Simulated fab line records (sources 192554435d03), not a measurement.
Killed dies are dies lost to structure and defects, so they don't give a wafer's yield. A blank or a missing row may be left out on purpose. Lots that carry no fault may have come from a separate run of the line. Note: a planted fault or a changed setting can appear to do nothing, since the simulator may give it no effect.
Comparing a struck lot with a sound one || flow n5-finfet || 25 steps out of a route of 1938
Sound: these wafers, L610.2, L610.5, L610.6. Wafers L605.2, L605.3, L605.4 were the ones struck. The cause is given at the end.
For every step that has rows: the tool of each side, followed by ch and its chambers, followed by its first start. Under that, the readings that differ: sound wafers || struck wafers || difference of the means || sigmas: that difference in standard deviations of wafers without a fault.
alike: a reading whose means differ by less than 2 such deviations, as well as words and numbers matching on both sides. not compared: withheld readings; readings where some wafer has no value; bounds like >300 that might hide an equal value; numbers whose values overlap and for which the record gives no deviation.
A row with sigmas, a row that says differs or no value, or rows on one side alone: a step with any of these is where the two part. Numbers that have no deviation but don't overlap get no sigmas and don't part them. Lack of a reading on every wafer of one side parts them only where that side has two or more wafers.

first, 8 steps without rows for these wafers: N5_BEOL_M6_DEVELOP_10 (develop time 30 s); N5_BEOL_M6_DESCUM_16 (chemistry O2, time 7.9 s); N5_BEOL_M6_ETCH_61 (etches SiARC in CF4, target depth 45.5 nm, time 75.8 s); N5_BEOL_M6_ETCH_62 (etches SOC in N2/H2, target depth 110 nm, overetch 22 nm, time 165 s); N5_BEOL_M6_STRIP_68 (strips in N2/H2); N5_BEOL_M6_STRIP_67 (strips in CF4); N5_BEOL_M6_HM_OPEN_17 (chemistry Cl2/BCl3, target TiN, target depth 20 nm, overetch 6 nm); N5_BEOL_M6_STRIP_19 (strips in O2).
N5_BEOL_M6_COAT_63: time 60 s, resist thk 60 nm.
  sound on litho-track-02 ch 0, day 13 15:45; struck on litho-track-01 ch 0, day 12 09:29
{"reading": "spin-speed-rpm (rpm)", "sound": "1500.2 1500.3 1499.1", "struck": "1558.1 1558.3 1559.1", "difference": "+58.6", "sigmas": "+49"}
{"reading": "model.SOC_of_BEOL_M6_COAT_63.thk-nm (nm)", "sound": "59.6 59.6 59.6", "struck": "58.8 59 59", "difference": -0.7, "sigmas": ""}
  alike: heater-power-total-W, plate-temp-C
then, 11 steps without rows for these wafers: N5_BEOL_M6_COAT_64 (time 60 s, resist thk 12 nm); N5_BEOL_M6_COAT_71 (time 60 s, resist thk 5 nm); N5_BEOL_M6_COAT_22 (resist thk 30 nm); N5_BEOL_M6_EBR_24; N5_BEOL_M6_SOFTBAKE_23 (time 60 s); N5_BEOL_M6_EXPOSE_25 (exposes mask V5, target cd 40 nm); N5_BEOL_M6_PEB_26 (peb time 60 s); N5_BEOL_M6_DEVELOP_27 (develop time 30 s); N5_BEOL_M6_DESCUM_33 (chemistry O2, time 7 s); N5_BEOL_M6_ETCH_72 (etches underlayer in N2/H2, target depth 6.5 nm, time 5.2 s); N5_BEOL_M6_ETCH_65 (etches SiARC in CF4, target depth 15.6 nm, time 26 s).
N5_BEOL_M6_ETCH_66: etches SOC in N2/H2, target depth 80 nm, overetch 16 nm, time 120 s.
  sound on rie-diel-06 ch 1,3, day 13 16:13; struck on rie-diel-01 ch 1,2, day 12 09:57
{"reading": "model.etch.depth-nm (nm)", "sound": "59.63 59.51 59.54", "struck": "58.75 59.03 59", "difference": -0.63, "sigmas": ""}
  alike: drypump-motor-current-A, oes-product-au, rf-vpp-V, showerhead-plenum-p-Torr, throttle-valve-pct
  not compared: rf-hours-counter-h
then, 2 steps without rows for these wafers: N5_BEOL_M6_STRIP_69 (strips in N2/H2); N5_BEOL_M6_STRIP_73 (strips in N2/H2).
N5_BEOL_M6_VIA_ETCH_34: etches SiCOH lowk in C4F6/O2, target depth 126.3 nm, time 50.9 s.
  sound on rie-diel-06 ch 1,3, day 13 16:20; struck on rie-diel-01 ch 1,2, day 12 10:03
{"reading": "model.SOC_of_BEOL_M6_COAT_63.thk-nm (nm)", "sound": "53.4 53.4 53.4", "struck": "53 52.8 52.8", "difference": -1, "sigmas": ""}
  alike: drypump-motor-current-A, oes_ar_750_au, oes-product-au, rf-vpp-V, showerhead-plenum-p-Torr, throttle-valve-pct
  not compared: rf-hours-counter-h
then, 1 step without rows for these wafers: N5_BEOL_M6_STRIP_76 (strips in C4F6/O2).

## WHERE THEY PART
Only at N5_BEOL_M6_COAT_63, as far as this record shows. Later steps at which nothing parts them and some readings are alike: N5_BEOL_M6_ETCH_66, N5_BEOL_M6_VIA_ETCH_34.

WHY: whatever the simulator had introduced
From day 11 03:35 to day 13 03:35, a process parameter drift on litho-track-01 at N5_BEOL_M6_COAT_63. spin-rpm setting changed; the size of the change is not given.
